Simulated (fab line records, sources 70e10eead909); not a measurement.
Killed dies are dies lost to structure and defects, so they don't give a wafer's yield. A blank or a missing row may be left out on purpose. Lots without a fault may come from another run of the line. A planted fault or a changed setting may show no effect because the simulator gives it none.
fab line records | flow nand_harc
record lots=13 wafers=39 last_day=31
route steps=1302 shown A_CHANNEL_FILL_D1@500 A_DECK1_JOINT@539 A_ONON_D2@561 END@1302
lots that met no fault: from a run of the same line without faults
start_h: hours from the record's first day to the start of the lot's first wafer shown | wait_h: hours since the lot's step before | " the same as in the row above | L1.1+2: a row that stands for several wafers | - no value, or no start given | * or withheld: withheld | < > ~ a bound
route shown NAME@n: a module of which the file shows steps, and the number in the route of the first | usual: mean/standard deviation of fault-free wafers | same: alike in all rows | chamber/n: place in a boat | sites: the reading at each site | _std_site: their standard deviation | _edge_site: outer sites' mean less inner sites' | radius_mm: how far each site lies from the wafer's centre | mask NAME#n: copy n | behind: the tool/chamber that last shaped the wafer | hold: why the lot was held/for how many hours/how that ended | device: the transistor (n, p or np) that didn't switch | end of line: the same wafers' tests at the end of the route | a step without rows: its recipe alone | killed: dies lost to structure and defects at the first sort, not the wafer's yield | map: a wafer's dies, x killed, . not, _ none there
set.NAME: the setting as run; set.NAME@STEP: as run at that earlier step | model.NAME: the simulator's own value behind a step, which no gauge read
steps of the route over a sample of lots; a table a step, a row a wafer
services: from which hour (start_h, from the record's first day; less than 0 if before it) a tool's chamber was out of use, for how many hours, and why
## steps
# step NHARC_A_CHANNEL_FILL_D1_ETCHBACK_20
# recipe target_depth_a=270 time_s=13.5 c4f8_flow_sccm=withheld o2_flow_sccm=8 ar_flow_sccm=withheld rf_w=600 bias_w=1500 chemistry=C4F8/O2/Ar
# usual oes_product_au=0.96/0.038 rf_vpp_V=980/3.7
# columns lot.wafer tool chamber start_h wait_h oes_product_au rf_hours_counter_h rf_vpp_V
L891.2 rie_diel-03 3 222.90 - 0.92 4.9 979
L891.4 " 2 " " 0.91 5.6 982
L891.5 " 3 " " 0.92 - 979
L892.3 rie_diel-03 3 237.30 - 0.92 6.4 977
L892.2 " 0 " " 0.93 8.6 980
L892.6 " 1 " " 0.93 - 984
L894.4 rie_diel-03 2 266.11 - 0.92 8.8 984
L894.2 " 1 " " 0.93 10.4 986
L894.6 " 3 " " 0.94 - 978
L895.4 rie_diel-11 3 274.90 - 1.01 0.5 981
L895.1 " 0 " " 1.02 0.5 975
L895.6 " 3 " " 1.01 - 983
L897.3 rie_diel-11 2 293.70 - 0.95 1.4 981
L897.2 " 3 " " 0.96 1.4 981
L897.5 " 2 " " 0.94 - 981
L896.4 rie_diel-03 3 293.70 - 1.00 0.0 977
L896.1 " 0 " " 1.01 0.1 980
L896.6 " 3 " " 1.00 - 979
L898.1 rie_diel-03 1 297.23 - 0.99 0.2 984
L898.2 " 2 " " 1.00 0.2 983
L898.3 " 3 " " 1.01 0.2 978
L900.1 rie_diel-03 1 320.09 - 0.98 1.2 982
L900.2 " 3 " " 0.99 1.0 978
L900.6 " 0 " " 1.01 - 979
L899.3 rie_diel-07 3 320.10 - 1.00 2.1 982
L899.4 " 0 " " 1.01 1.1 979
L899.5 " 2 " " 1.00 - 970
L904.3 rie_diel-03 3 356.46 - 1.00 3.3 977
L904.2 " 0 " " 1.01 3.4 978
L904.5 " 2 " " 1.00 - 984
L903.4 rie_diel-03 1 360.46 - 1.00 3.0 985
L903.1 " 2 " " 1.01 3.3 983
L903.5 " 1 " " 0.99 - 984
L906.2 rie_diel-11 2 378.51 - 0.90 5.4 980
L906.4 " 0 " " 0.93 5.4 972
L906.5 " 2 " " 0.90 - 982
L908.1 rie_diel-11 3 398.37 - 0.93 5.6 981
L908.2 " 0 " " 0.94 6.0 974
L908.4 " 2 " " 0.91 5.9 980
# step NHARC_A_CHANNEL_FILL_D1_CMP_10
# recipe target_thk_nm=150
# usual edge_zone_pressure_frac=0.999/0.0054 motor_current_A=12.2/0.87 time_to_endpoint_s=15.5/2.3
# columns lot.wafer tool chamber start_h wait_h edge_zone_pressure_frac motor_current_A time_to_endpoint_s
L891.2 cmp-02 1 246.20 0.4 0.996 12.3 17.9
L891.4 " 3 " " 1.000 11.9 13.4
L891.5 " 1 " " 0.995 11.1 16.2
L892.2 cmp-02 3 260.64 0.4 0.999 12.1 14.2
L892.3 " 2 " " 0.998 12.5 17.8
L892.6 " 0 " " 0.997 11.8 18.5
L894.4 cmp-03 0 290.23 0.4 0.986 12.2 11.1
L894.2 " 2 " " 1.003 13.3 15.9
L894.6 " 0 " " 0.999 12.4 11.9
L895.4 cmp-01 2 298.76 0.4 1.003 11.2 12.4
L895.1 " 0 " " 1.005 11.4 13.7
L895.6 " 3 " " 0.999 11.8 8.2
L896.1 cmp-02 1 317.24 0.4 1.000 12.1 14.5
L896.4 " 2 " " 0.995 13.8 16.1
L896.6 " 1 " " 0.996 11.8 17.7
L897.3 cmp-03 0 317.24 0.4 0.988 12.3 13.7
L897.2 " 1 " " 0.994 11.8 17.0
L897.5 " 0 " " 0.993 12.9 15.1
L898.2 cmp-01 0 322.04 0.4 0.993 12.0 18.5
L898.1 " 1 " " 0.986 12.7 18.1
L898.3 " 3 " " 0.996 12.1 15.8
L899.4 cmp-03 0 345.47 0.4 1.010 12.7 12.8
L899.3 " 2 " " 0.999 13.8 15.2
L899.5 " 1 " " 1.005 12.1 15.2
L900.1 cmp-01 2 345.50 0.4 0.999 10.7 16.4
L900.2 " 3 " " 0.994 11.9 12.5
L900.6 " 2 " " 1.001 10.6 18.1
L903.4 cmp-01 0 380.62 0.4 0.998 11.9 13.6
L903.1 " 1 " " 0.997 12.6 16.7
L903.5 " 3 " " 1.000 11.6 11.9
L904.3 cmp-02 0 385.78 0.4 1.008 11.6 14.9
L904.2 " 3 " " 1.001 11.5 14.5
L904.5 " 1 " " 0.989 12.2 16.7
L906.4 cmp-03 0 401.60 0.4 0.995 12.4 15.1
L906.2 " 1 " " 0.998 11.5 14.4
L906.5 " 2 " " 0.998 13.2 14.7
L908.1 cmp-01 3 421.78 0.4 0.998 12.0 11.7
L908.4 " 0 " " 1.001 11.6 14.2
L908.2 " 1 " " 0.992 12.8 14.6
# step NHARC_A_DECK1_JOINT_CMP_02
# recipe material=SiOx
# usual edge_zone_pressure_frac=1.000/0.0049 motor_current_A=12.6/1.5
# columns lot.wafer tool chamber start_h wait_h edge_zone_pressure_frac motor_current_A
L891.2 cmp-04 2 283.46 0.4 0.992 12.2
L891.4 " 3 " " 1.001 12.7
L891.5 " 3 " " 1.001 12.1
L892.3 cmp-04 1 296.66 0.4 1.000 16.6
L892.2 " 2 " " 0.992 12.5
L892.6 " 3 " " 1.000 12.4
L894.2 cmp-03 0 321.45 0.4 1.005 13.5
L894.4 " 2 " " 1.011 14.3
L894.6 " 3 " " 0.999 13.5
L895.4 cmp-04 1 336.01 0.4 1.001 16.0
L895.1 " 2 " " 1.002 12.9
L895.6 " 0 " " 1.003 9.6
L896.4 cmp-03 0 350.12 0.4 0.994 12.4
L896.1 " 3 " " 0.998 13.3
L896.6 " 0 " " 1.000 12.6
L897.3 cmp-01 0 350.14 0.4 0.999 11.9
L897.2 " 1 " " 0.999 12.2
L897.5 " 0 " " 0.997 12.3
L898.2 cmp-03 1 356.63 0.4 0.994 11.7
L898.3 " 2 " " 1.001 13.2
L898.1 " 3 " " 0.996 13.2
L899.4 cmp-01 1 378.38 0.4 1.001 12.5
L899.3 " 2 " " 0.997 11.4
L899.5 " 1 " " 0.993 12.4
L900.2 cmp-03 0 378.38 0.4 1.003 12.9
L900.1 " 1 " " 1.000 12.1
L900.6 " 0 " " 1.003 13.3
L903.1 cmp-04 1 418.19 0.4 0.988 15.5
L903.4 " 0 " " 1.004 9.7
L903.5 " 1 " " 0.993 15.9
L904.2 cmp-03 1 424.19 0.4 0.999 12.2
L904.3 " 2 " " 0.993 14.3
L904.5 " 3 " " 1.001 12.8
L906.2 cmp-03 1 433.02 0.4 0.997 12.0
L906.4 " 0 " " 0.997 12.9
L906.5 " 1 " " 0.994 11.6
L908.4 cmp-03 0 462.38 0.4 0.995 12.6
L908.1 " 1 " " 1.009 11.6
L908.2 " 3 " " 0.994 13.3
# step NHARC_A_DECK1_JOINT_INSPECT_05
# usual raw_defect_count=354/150
# columns lot.wafer tool chamber start_h wait_h raw_defect_count
L891.2 defect_inspect-01 - 284.17 0.0 917
L891.4 " - " " 277
L891.5 " - " " 338
L892.2 defect_inspect-02 - 297.31 0.0 309
L892.3 " - " " 337
L892.6 " - " " 408
L894.2 defect_inspect-02 - 322.13 0.0 427
L894.4 " - " " 236
L894.6 " - " " 221
L895.1 defect_inspect-02 - 336.78 0.0 291
L895.4 " - " " 131
L895.6 " - " " 166
L896.1 defect_inspect-01 - 350.82 0.0 188
L896.4 " - " " 208
L896.6 " - " " 146
L897.2 defect_inspect-02 - 350.83 0.0 674
L897.3 " - " " 487
L897.5 " - " " 546
L898.1 defect_inspect-01 - 357.33 0.0 569
L898.2 " - " " 499
L898.3 " - " " 634
L899.3 defect_inspect-02 - 379.06 0.0 360
L899.4 " - " " 298
L899.5 " - " " 409
L900.1 defect_inspect-02 - 379.21 0.0 281
L900.2 " - " " 378
L900.6 " - " " 301
L903.1 defect_inspect-01 - 419.33 0.0 544
L903.4 " - " " 609
L903.5 " - " " 565
L904.2 defect_inspect-02 - 424.84 0.0 207
L904.3 " - " " 428
L904.5 " - " " 365
L906.2 defect_inspect-01 - 433.72 0.0 1574
L906.4 " - " " 1826
L906.5 " - " " 1765
L908.1 defect_inspect-02 - 463.08 0.0 1606
L908.2 " - " " 1493
L908.4 " - " " 1602
# step NHARC_A_ONON_D2_THK_MEAS_24
# recipe thk_meas_gauge=ellipsometry
# usual thk_nm=1002/9.1
# columns lot.wafer tool chamber start_h wait_h thk_nm
L891.2 film_metro-02 - 295.85 - 983
L891.4 " - " " 987
L891.5 " - " " 985
L892.2 film_metro-02 - 310.08 - 1000
L892.3 " - " " 999
L892.6 " - " " 1000
L894.2 film_metro-02 - 334.22 - 1014
L894.4 " - " " 1013
L894.6 " - " " 1013
L895.1 film_metro-01 - 348.08 - 1002
L895.4 " - " " 999
L895.6 " - " " 1000
L897.2 film_metro-01 - 362.78 - 997
L897.3 " - " " 996
L897.5 " - " " 998
L896.1 film_metro-02 - 362.80 - 999
L896.4 " - " " 998
L896.6 " - " " 998
L898.1 film_metro-01 - 370.83 - 1000
L898.2 " - " " 1001
L898.3 " - " " 1000
L900.1 film_metro-01 - 390.80 - 1016
L900.2 " - " " 1012
L900.6 " - " " 1016
L899.3 film_metro-02 - 390.81 - 1005
L899.4 " - " " 1005
L899.5 " - " " 1003
L903.1 film_metro-01 - 430.91 - 1004
L903.4 " - " " 1005
L903.5 " - " " 1003
L904.2 film_metro-01 - 436.22 - 996
L904.3 " - " " 994
L904.5 " - " " 995
L906.2 film_metro-02 - 445.42 - 994
L906.4 " - " " 994
L906.5 " - " " 993
L908.1 film_metro-01 - 474.77 - 995
L908.2 " - " " 993
L908.4 " - " " 992
# step NHARC_END_SORT_01
# recipe temp_c=25
# usual killed_at_array=53/19 killed_at_other=0.7/1.1 killed_at_periphery=4.2/2.7 killed_dies=58/18 killed_open=3.1/1.9 killed_short=2.5/1.6
# same gross_dies=677
# columns lot.wafer tool chamber start_h wait_h killed_at_array killed_at_other killed_at_periphery killed_dies killed_open killed_short
L906.2 prober-02 0 709.09 2.8 577 0 3 580 1 2
L906.4 prober-02 0 710.70 3.4 577 1 1 579 2 2
L906.5 prober-02 0 711.50 3.7 598 0 5 603 2 0
L908.1 prober-01 0 742.88 2.5 573 0 1 574 2 0
L908.2 prober-01 0 743.68 2.8 571 0 0 571 0 1
L908.4 prober-01 0 745.29 3.4 574 0 0 574 0 0
# killed by level:class
L906.2 A_DECK1_JOINT:unspecified=552 A_CHANNEL_HOLE_D1:chamber_film_flake=14 A_CHANNEL_HOLE_D2:chamber_film_flake=9 P_CONTACT:geometric_particle:short=1 A_ONON_D1:geometric_particle:short=1 A_ONON_D2:geometric_particle:open=1 P_GATE:chamber_film_flake=1 P_CONTACT:chamber_film_flake=1
L906.4 A_DECK1_JOINT:unspecified=551 A_CHANNEL_HOLE_D1:chamber_film_flake=13 A_CHANNEL_HOLE_D2:chamber_film_flake=7 A_M0:chamber_film_flake=2 A_ONON_D1:geometric_particle:short=1 A_CHANNEL_FILL_D1:geometric_particle:open=1 A_M0:geometric_particle:open=1 P_M1:chamber_film_flake=1
L906.5 A_DECK1_JOINT:unspecified=556 A_CHANNEL_HOLE_D1:chamber_film_flake=19 A_CHANNEL_HOLE_D2:chamber_film_flake=15 A_SLIT:chamber_film_flake=3 P_M0:geometric_particle:open=1 A_ONON_D2:geometric_particle:open=1 P_ZERO_WELL:chamber_film_flake=1 P_STI:chamber_film_flake=1
L908.1 A_DECK1_JOINT:unspecified=546 A_CHANNEL_HOLE_D1:chamber_film_flake=17 A_STAIRCASE:chamber_film_flake=4 A_SGD_CUT:chamber_film_flake=2 A_CHANNEL_HOLE_D1:geometric_particle:open=1 A_BLC:geometric_particle:open=1 P_GATE:chamber_film_flake=1 A_SLIT:chamber_film_flake=1
L908.2 A_DECK1_JOINT:unspecified=550 A_CHANNEL_HOLE_D1:chamber_film_flake=12 A_CONTACT:chamber_film_flake=3 A_SLIT:chamber_film_flake=2 A_SGD_CUT:chamber_film_flake=2 A_CHANNEL_FILL_D2:geometric_particle:short=1 A_ZERO_WELL:chamber_film_flake=1
L908.4 A_DECK1_JOINT:unspecified=548 A_CHANNEL_HOLE_D1:chamber_film_flake=21 A_SLIT:chamber_film_flake=2 A_CONTACT:chamber_film_flake=2 A_SGD_CUT:chamber_film_flake=1
## services
# columns tool chamber start_h hours kind
cmp-04 - 209.00 4.0 pm
rie_diel-11 1 218.60 4.3 repair
rie_diel-03 0 228.38 5.9 repair
cmp-01 - 231.14 6.7 repair
cmp-02 - 232.56 4.0 pm
rie_diel-11 1 249.69 2.9 repair
cmp-04 - 255.31 3.2 repair
rie_diel-11 - 255.53 9.0 pm
rie_diel-03 - 281.30 9.0 pm
cmp-01 - 283.61 4.0 pm
cmp-03 - 291.87 6.8 repair
rie_diel-03 3 298.83 4.2 repair
cmp-04 - 307.00 4.0 pm
cmp-02 - 330.56 4.0 pm
cmp-02 - 344.11 1.3 repair
cmp-04 - 361.72 1.0 repair
cmp-01 - 381.61 4.0 pm
rie_diel-03 3 387.04 25.4 repair
cmp-04 - 387.65 0.3 repair
cmp-03 - 387.95 1.4 repair
cmp-03 - 396.69 4.0 pm
cmp-04 - 405.00 4.0 pm
rie_diel-03 - 421.22 0.1 repair
rie_diel-03 - 458.30 9.0 pm
## key
first_sign step=NHARC_A_DECK1_JOINT_INSPECT_05 reading=raw_defect_count direction=up sigmas=8.7 usual=354 struck=1644
effect step=NHARC_END_SORT_01 reading=killed_dies direction=up sigmas=29 usual=58 struck=580
more_kills_born_at NHARC_A_DECK1_JOINT_CMP_02@cmp-03=3303
met_at NHARC_A_DECK1_JOINT_CMP_02
struck_lots L906,L908
tester_left_out L906,L908
not_acting_at NHARC_A_CHANNEL_FILL_D1_ETCHBACK_20,NHARC_A_CHANNEL_FILL_D1_CMP_10,NHARC_A_ONON_D2_THK_MEAS_24
onset_between 424.19 433.02
also_fits time
fault kind=chamber_particle_source tool=cmp-03 chamber=- onset_h=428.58 steps=NHARC_A_DECK1_JOINT_CMP_02 rate_per_visit_cm2=2.0274 end_h=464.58
# tester_left_out: of these lots the tester's yield and bins aren't shown, on N5 and GAA mostly nor the transistor test; their killed dies are dies lost to structure and defects alone, not to doping, threshold or leakage, so they don't give the yield
